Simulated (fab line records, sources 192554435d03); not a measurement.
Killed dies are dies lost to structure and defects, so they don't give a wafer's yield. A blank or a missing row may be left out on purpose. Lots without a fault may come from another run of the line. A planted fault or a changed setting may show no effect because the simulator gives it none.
fab line records | flow n5_finfet
record lots=9 wafers=27 last_day=20
route steps=1938 shown BEOL_M1@828 BEOL_M2@841 BEOL_M4@1111
lots that met no fault: from a run of the same line without faults
start_h: hours from the record's first day to the start of the lot's first wafer shown | wait_h: hours since the lot's step before | " the same as in the row above | L1.1+2: a row that stands for several wafers | - no value, or no start given | * or withheld: withheld | < > ~ a bound
route shown NAME@n: a module of which the file shows steps, and the number in the route of the first | usual: mean/standard deviation of fault-free wafers | same: alike in all rows | chamber/n: place in a boat | sites: the reading at each site | _std_site: their standard deviation | _edge_site: outer sites' mean less inner sites' | radius_mm: how far each site lies from the wafer's centre | mask NAME#n: copy n | behind: the tool/chamber that last shaped the wafer | hold: why the lot was held/for how many hours/how that ended | device: the transistor (n, p or np) that didn't switch | end of line: the same wafers' tests at the end of the route | a step without rows: its recipe alone | killed: dies lost to structure and defects at the first sort, not the wafer's yield | map: a wafer's dies, x killed, . not, _ none there
set.NAME: the setting as run; set.NAME@STEP: as run at that earlier step | model.NAME: the simulator's own value behind a step, which no gauge read
steps of the route over a sample of lots; a table a step, a row a wafer
services: from which hour (start_h, from the record's first day; less than 0 if before it) a tool's chamber was out of use, for how many hours, and why
## steps
# step N5_BEOL_M1_SPUTTER_94
# recipe material=Cu target_thk_a=45 temp_c=-20 chamber_pressure_pa=0.07 power_w=withheld time_s=8.29
# usual susceptor_temp_C=-20.00/0.098 throttle_valve_pct=30.5/0.66
# columns lot.wafer tool chamber start_h wait_h susceptor_temp_C throttle_valve_pct
L163.1 pvd_sputter-03 - 150.27 0.1 -19.95 30.3
L163.4 " - " " -19.80 30.8
L163.6 " - " " -20.03 30.6
L164.4 pvd_sputter-02 - 158.59 0.1 -20.02 30.9
L164.5 " - " " -19.80 30.0
L164.6 " - " " -19.81 30.0
L165.2 pvd_sputter-02 - 184.38 0.1 -20.18 30.1
L165.3 " - " " -20.16 30.2
L165.6 " - " " -20.02 30.0
L168.1 pvd_sputter-01 - 186.98 0.1 -19.93 31.3
L168.4 " - " " -20.06 29.8
L168.6 " - " " -20.01 31.6
L167.1 pvd_sputter-03 - 187.34 0.1 -19.96 29.5
L167.5 " - " " -20.03 30.6
L167.6 " - " " -19.97 29.8
L170.3 pvd_sputter-03 - 208.12 0.1 -19.85 30.0
L170.4 " - " " -20.01 29.6
L170.5 " - " " -20.04 29.4
L177.2 pvd_sputter-01 - 255.41 0.1 -20.02 31.6
L177.4 " - " " -19.98 31.3
L177.5 " - " " -19.98 30.9
L180.1 pvd_sputter-01 - 271.70 0.1 -19.82 31.6
L180.3 " - " " -20.07 31.6
L180.6 " - " " -20.15 30.6
L182.1 pvd_sputter-01 - 293.79 0.1 -20.11 31.4
L182.2 " - " " -20.00 32.0
L182.5 " - " " -19.95 31.8
# step N5_BEOL_M1_THK_MEAS_53
# recipe thk_meas_gauge=xrf reads=Cu_of_BEOL_M1_ECD_50
# usual M1_THK=40.3/1.3
# columns lot.wafer tool chamber start_h wait_h M1_THK[nm]
L163.1 film_metro-01 - 151.28 - 38.6
L163.4 " - " " 41.4
L163.6 " - " " 40.4
L164.4 film_metro-01 - 159.60 - 41.6
L164.5 " - " " 40.0
L164.6 " - " " 39.8
L165.2 film_metro-01 - 185.68 - 38.6
L165.3 " - " " 37.9
L165.6 " - " " 40.4
L168.1 film_metro-01 - 187.99 - 39.7
L168.4 " - " " 42.0
L168.6 " - " " 40.5
L167.1 film_metro-02 - 188.35 - 39.8
L167.5 " - " " 40.9
L167.6 " - " " 39.9
L170.3 film_metro-01 - 209.12 - 40.0
L170.4 " - " " 42.9
L170.5 " - " " 41.2
L177.2 film_metro-01 - 256.42 - 39.3
L177.4 " - " " 41.8
L177.5 " - " " 42.1
L180.1 film_metro-02 - 274.63 - 40.4
L180.3 " - " " 41.3
L180.6 " - " " 42.1
L182.1 film_metro-02 - 294.80 - 39.8
L182.2 " - " " 39.6
L182.5 " - " " 41.3
# step N5_BEOL_M1_DEP_57
# recipe material=SiCN target_thk_a=80 temp_c=withheld precursor=3MS/NH3 pressure_torr=3 rf_w=202 time_s=14
# usual showerhead_plenum_p_Torr=3.664/0.011 throttle_valve_pct=9.0/0.33
# columns lot.wafer tool chamber start_h wait_h showerhead_plenum_p_Torr throttle_valve_pct
L163.1 pecvd-04 0 151.54 0.0 3.675 9.4
L163.4 " 0 " " 3.677 9.4
L163.6 " 2 " " 3.656 9.4
L164.4 pecvd-03 0 159.81 0.0 3.661 9.2
L164.5 " 2 " " 3.648 9.6
L164.6 " 1 " " 3.651 8.8
L165.2 pecvd-04 0 185.87 0.0 3.675 9.6
L165.3 " 1 " " 3.668 8.5
L165.6 " 2 " " 3.665 9.2
L168.1 pecvd-04 2 188.18 0.0 3.649 9.6
L168.4 " 1 " " 3.669 8.3
L168.6 " 0 " " 3.682 9.4
L167.1 pecvd-04 0 188.54 0.0 3.673 9.1
L167.5 " 0 " " 3.675 9.1
L167.6 " 2 " " 3.655 9.6
L170.3 pecvd-02 1 209.32 0.0 3.663 9.2
L170.4 " 0 " " 3.678 8.7
L170.5 " 1 " " 3.658 8.7
L177.2 pecvd-02 1 256.69 0.0 3.660 8.6
L177.4 " 1 " " 3.667 8.7
L177.5 " 0 " " 3.681 8.7
L180.1 pecvd-02 2 275.11 0.0 3.654 9.1
L180.3 " 1 " " 3.655 8.8
L180.6 " 2 " " 3.662 9.1
L182.1 pecvd-04 1 295.01 0.0 3.662 8.7
L182.2 " 2 " " 3.655 9.5
L182.5 " 1 " " 3.667 8.7
# step N5_BEOL_M2_ILD_DEP_00
# recipe material=SiOC target_thk_a=790 temp_c=350 precursor=DEMS/O2 pressure_torr=5 rf_w=500 time_s=15.3
# usual heater_power_outer_w=239/40 heater_power_w=468/40 showerhead_plenum_p_Torr=5.691/0.013 susceptor_temp_C=349.99/0.2 throttle_valve_pct=12.1/0.7
# columns lot.wafer tool chamber start_h wait_h heater_power_outer_w heater_power_w showerhead_plenum_p_Torr susceptor_temp_C throttle_valve_pct
L163.1 pecvd-01 0 151.67 0.0 252 459 5.669 349.96 11.8
L163.4 " 1 " " 240 511 5.685 349.88 13.7
L163.6 " 0 " " 267 473 5.665 349.85 12.2
L164.4 pecvd-01 0 159.94 0.1 258 456 5.688 350.17 12.0
L164.5 " 0 " " 250 448 5.694 349.74 12.1
L164.6 " 2 " " 277 490 5.717 350.00 11.1
L165.2 pecvd-01 2 186.00 0.0 254 461 5.708 349.91 11.2
L165.3 " 0 " " 250 440 5.682 350.22 12.1
L165.6 " 0 " " 257 454 5.690 349.99 12.0
L168.1 pecvd-04 2 188.31 0.0 332 565 5.690 350.26 12.2
L168.4 " 1 " " 264 492 5.692 350.01 11.2
L168.6 " 2 " " 337 552 5.690 350.02 12.2
L167.1 pecvd-01 2 188.67 0.0 217 415 5.707 349.56 11.0
L167.5 " 1 " " 227 494 5.682 349.83 13.6
L167.6 " 2 " " 224 419 5.699 349.67 11.4
L170.3 pecvd-01 0 209.45 0.0 221 415 5.690 349.90 12.1
L170.4 " 1 " " 245 517 5.683 349.77 13.7
L170.5 " 0 " " 221 411 5.687 350.12 12.1
L177.2 pecvd-04 2 256.82 0.0 297 503 5.680 349.91 12.4
L177.4 " 1 " " 261 461 5.703 350.47 11.3
L177.5 " 0 " " 210 436 5.720 350.11 12.2
L180.1 pecvd-03 1 275.24 0.0 239 478 5.674 349.96 11.4
L180.3 " 0 " " 224 496 5.697 350.23 12.5
L180.6 " 0 " " 226 487 5.691 349.96 12.3
L182.1 pecvd-01 0 295.15 0.0 241 444 5.687 350.31 11.9
L182.2 " 1 " " 227 503 5.704 349.85 13.9
L182.5 " 1 " " 233 510 5.663 349.98 13.7
# step N5_BEOL_M2_THK_MEAS_01
# recipe reads=SiOC_of_BEOL_M2_ILD_DEP_00
# usual M2_ILD_THK=78.9/0.83
# columns lot.wafer tool chamber start_h wait_h M2_ILD_THK[nm]
L163.1 film_metro-02 - 151.74 0.0 78.5
L163.4 " - " " 79.4
L163.6 " - " " 79.2
L164.4 film_metro-02 - 160.01 0.1 78.4
L164.5 " - " " 78.2
L164.6 " - " " 79.0
L165.2 film_metro-01 - 186.07 0.1 79.5
L165.3 " - " " 77.5
L165.6 " - " " 79.4
L168.1 film_metro-01 - 188.38 0.0 79.5
L168.4 " - " " 79.0
L168.6 " - " " 80.1
L167.1 film_metro-01 - 188.74 0.0 79.9
L167.5 " - " " 82.9
L167.6 " - " " 83.7
L170.3 film_metro-02 - 209.51 0.1 76.5
L170.4 " - " " 79.2
L170.5 " - " " 81.9
L177.2 film_metro-02 - 256.89 0.1 78.1
L177.4 " - " " 78.3
L177.5 " - " " 79.3
L180.1 film_metro-01 - 275.30 0.0 79.1
L180.3 " - " " 77.7
L180.6 " - " " 80.0
L182.1 film_metro-01 - 295.22 0.0 77.4
L182.2 " - " " 77.3
L182.5 " - " " 78.1
# step N5_BEOL_M4_RC_MEAS_101
# usual DIBL_N=36.6/1.1 DIBL_P=36.8/1.6 IOFF_N=0.169/0.024 IOFF_P=0.206/0.028 ION_N=679/9.2 ION_P=462/7 SS_N=71.6/0.57 SS_P=73.3/0.57 VT_N=248.8/2.4 VT_P=-251/3
# columns lot.wafer tool chamber start_h wait_h DIBL_N[mV/V] DIBL_P[mV/V] IOFF_N[nA/um] IOFF_P[nA/um] ION_N[uA/um] ION_P[uA/um] SS_N[mV/dec] SS_P[mV/dec] VT_N[mV] VT_P[mV]
L164.4 prober-02 0 222.92 0.5 36.6 38.2 0.165 0.221 691 468 71.3 72.3 248.0 -249
L164.5 " 0 " " 35.6 36.9 0.140 0.201 668 465 71.5 72.2 250.8 -251
L164.6 " 0 " " 38.0 39.2 0.183 0.234 683 473 72.2 73.5 250.1 -248
L163.1 prober-02 0 229.51 0.0 36.5 39.0 0.202 0.228 691 468 72.6 74.4 246.6 -251
L163.4 " 0 " " 36.4 39.1 0.185 0.222 682 463 72.5 73.7 250.5 -251
L163.6 " 0 " " 37.8 39.4 0.219 0.236 681 461 72.2 74.2 246.0 -254
L165.2 prober-01 0 233.59 0.2 37.4 38.7 0.190 0.251 677 464 71.4 73.9 244.4 -251
L165.3 " 0 " " 38.6 38.5 0.212 0.245 680 461 72.2 74.0 247.3 -246
L165.6 " 0 " " 37.8 38.2 0.190 0.239 691 466 71.9 74.2 246.7 -249
L168.1 prober-01 0 245.23 0.0 36.7 35.7 0.153 0.236 683 475 71.3 72.6 246.7 -247
L168.4 " 0 " " 35.7 33.7 0.143 0.199 683 467 71.4 72.7 246.6 -253
L168.6 " 0 " " 38.2 38.3 0.195 0.275 688 480 71.7 73.3 245.8 -246
L167.1 prober-01 0 255.04 0.0 36.8 37.0 0.172 0.218 672 463 72.4 73.1 249.1 -250
L167.5 " 0 " " 36.6 37.1 0.165 0.223 676 462 71.9 73.4 246.9 -251
L167.6 " 0 " " 36.8 37.6 0.181 0.231 693 468 71.9 72.8 246.2 -251
L170.3 prober-01 0 264.19 0.3 36.8 36.2 0.164 0.212 688 469 71.3 73.0 247.4 -251
L170.4 " 0 " " 38.2 37.8 0.193 0.240 694 473 71.7 74.0 246.7 -249
L170.5 " 0 " " 36.5 35.4 0.152 0.204 671 458 71.6 73.1 248.8 -250
L177.2 prober-01 0 304.94 0.2 36.6 36.3 0.168 0.195 676 460 71.5 73.1 247.7 -249
L177.4 " 0 " " 38.3 37.9 0.202 0.221 680 467 71.9 73.3 247.3 -250
L177.5 " 0 " " 38.3 38.0 0.201 0.219 678 461 72.1 73.6 246.5 -249
L180.1 prober-02 0 339.08 0.0 35.1 35.8 0.150 0.162 672 450 71.7 73.1 249.1 -257
L180.3 " 0 " " 35.8 37.0 0.165 0.175 675 447 71.1 73.6 247.9 -255
L180.6 " 0 " " 36.7 37.9 0.179 0.186 685 456 71.0 74.1 247.0 -256
L182.1 prober-02 0 349.03 0.0 35.9 36.9 0.140 0.171 673 455 70.7 72.8 255.4 -252
L182.2 " 0 " " 36.3 37.3 0.143 0.179 675 460 71.4 72.9 252.2 -253
L182.5 " 0 " " 37.0 38.6 0.157 0.190 675 461 71.6 72.7 250.8 -252
## services
# columns tool chamber start_h hours kind
pecvd-02 0 130.22 19.4 repair
pvd_sputter-01 - 137.31 1.3 repair
pecvd-02 0 152.72 2.1 scheduled_down
pecvd-01 1 155.91 5.5 scheduled_down
pvd_sputter-03 - 164.50 2.8 repair
pecvd-01 2 172.57 2.1 scheduled_down
pecvd-03 - 174.30 14.6 pm
pecvd-02 - 190.02 14.6 pm
pecvd-03 1 192.86 2.1 scheduled_down
pecvd-04 0 200.85 2.1 scheduled_down
pecvd-03 2 212.06 18.9 repair
pecvd-02 0 215.90 2.2 repair
pecvd-03 - 270.21 0.6 repair
pecvd-04 0 273.01 5.5 scheduled_down
pecvd-03 2 281.38 5.5 scheduled_down
pecvd-04 0 282.82 14.2 repair
## key
first_sign step=N5_BEOL_M2_THK_MEAS_01 reading=M2_ILD_THK direction=up sigmas=4.8 usual=78.9 struck=82.8
effect none on later readings
met_at N5_BEOL_M2_ILD_DEP_00
struck_lots L167,L170
struck_wafers L167.5,L167.6,L170.5
not_acting_at N5_BEOL_M1_SPUTTER_94,N5_BEOL_M1_THK_MEAS_53,N5_BEOL_M1_DEP_57
onset_between 186.00 188.67
fault kind=process_parameter_drift tool=pecvd-01 chamber=- onset_h=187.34 steps=N5_BEOL_M2_ILD_DEP_00 channel=time_s offset=* shape=step end_h=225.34 scope=struck_wafers_only acts_in=* stated=*
